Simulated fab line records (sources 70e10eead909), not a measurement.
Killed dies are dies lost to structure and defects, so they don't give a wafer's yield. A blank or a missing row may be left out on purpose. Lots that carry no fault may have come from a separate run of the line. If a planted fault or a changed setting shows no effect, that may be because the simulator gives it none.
A struck lot beside a sound one ; flow nand_harc ; 15 out of 1302 route steps
Sound: the wafers L932.4, L932.5, L932.6. Wafers L926.1, L926.5, L926.6 were the ones struck. The cause comes at the end.
Each step with rows lists, per side, the tool, then ch with its chambers, then its first start. Under that, the readings that differ: sound wafers ; struck wafers ; difference of the means ; sigmas: that difference in standard deviations of wafers without a fault.
alike: readings whose means differ by less than 2 such deviations, and words and numbers that are the same on both sides. not compared: withheld readings, readings that some wafer has no value for, bounds like >300 that may hide the same value, and numbers for which the record gives no deviation and whose values overlap.
Wherever a step has rows on one side only, a row that says differs or no value, or a row with sigmas, the two part there. Non-overlapping numbers with no deviation appear without sigmas and do not part them. A reading that every wafer of one side lacks parts them only if that side has two wafers or more.

first, 7 steps without rows for these wafers: NHARC_P_GATE_HMDS_52 (time 30 s); NHARC_P_GATE_COAT_53; NHARC_P_GATE_SOFTBAKE_54 (time 95 s); NHARC_P_GATE_EBR_55; NHARC_P_GATE_EXPOSE_56 (exposes mask P PSD, target cd 720 nm); NHARC_P_GATE_PEB_57 (peb time 85 s); NHARC_P_GATE_DEVELOP_58 (time 70 s).
NHARC_P_GATE_CD_MEAS_59: the cd target is 720 nm.
  sound on cd_sem-02 ch 0, day 10 20:34; struck on cd_sem-01 ch 0, day 8 10:00
  alike: cd_nm
then, 1 step without rows for these wafers: NHARC_P_GATE_HARDBAKE_60 (time 80 s).
NHARC_P_GATE_DESCUM_61: chemistry O2, time 3 s.
  sound on rie_diel-07 ch 2,3, day 10 20:43; struck on rie_diel-07 ch 0,3, day 8 10:10
reading;sound;struck;difference;sigmas
showerhead_plenum_p_Torr (Torr);2.04 2.04 1.94;1.83 1.94 1.83;-0.14;-2
  alike: drypump_motor_current_A, o2_flow_sccm, oes_product_au, rf_vpp_V, throttle_valve_pct
  not compared: rf_hours_counter_h
then, 1 step without rows for these wafers: NHARC_P_GATE_IMPLANT_62.
NHARC_P_GATE_STRIP_112: strips in N2/H2, time 200 s.
  sound on plasma_asher-02 ch 0,1, day 10 21:10; struck on plasma_asher-02 ch 0,1, day 8 10:34
  alike: drypump_motor_current_A, heater_power_w
  not compared: rf_hours_counter_h
NHARC_P_GATE_STRIP_76: strips in O2.
  sound on plasma_asher-02 ch 0,1, day 10 21:22; struck on plasma_asher-02 ch 0,1, day 8 10:49
  no value came back on the struck wafers for drypump_motor_current_A (A), heater_power_w (W); on the sound wafers drypump_motor_current_A (A) reads 4.9 6.2 4.9
  not compared: rf_hours_counter_h
then, 1 step without rows for these wafers: NHARC_P_GATE_STRIP_63 (strips in SPM, time 900 s).
-- record jumps: 23 days between struck wafers' starts before vs after; left off in module P_GATE, resumes in module END, first step shown is number 1302 of the route --
NHARC_END_SORT_01:
  sound on prober-02 ch 0, day 32 03:06; struck on prober-02 ch 0, day 31 09:06
  alike: killed_at_array, killed_at_other, killed_at_periphery, killed_dies, killed_open, killed_short

== WHERE THEY PART ==
First at NHARC_P_GATE_DESCUM_61; last, within this record, at NHARC_P_GATE_STRIP_76. Later steps at which nothing parts them and some readings are alike: NHARC_END_SORT_01.

WHY: what had been put in by the simulator
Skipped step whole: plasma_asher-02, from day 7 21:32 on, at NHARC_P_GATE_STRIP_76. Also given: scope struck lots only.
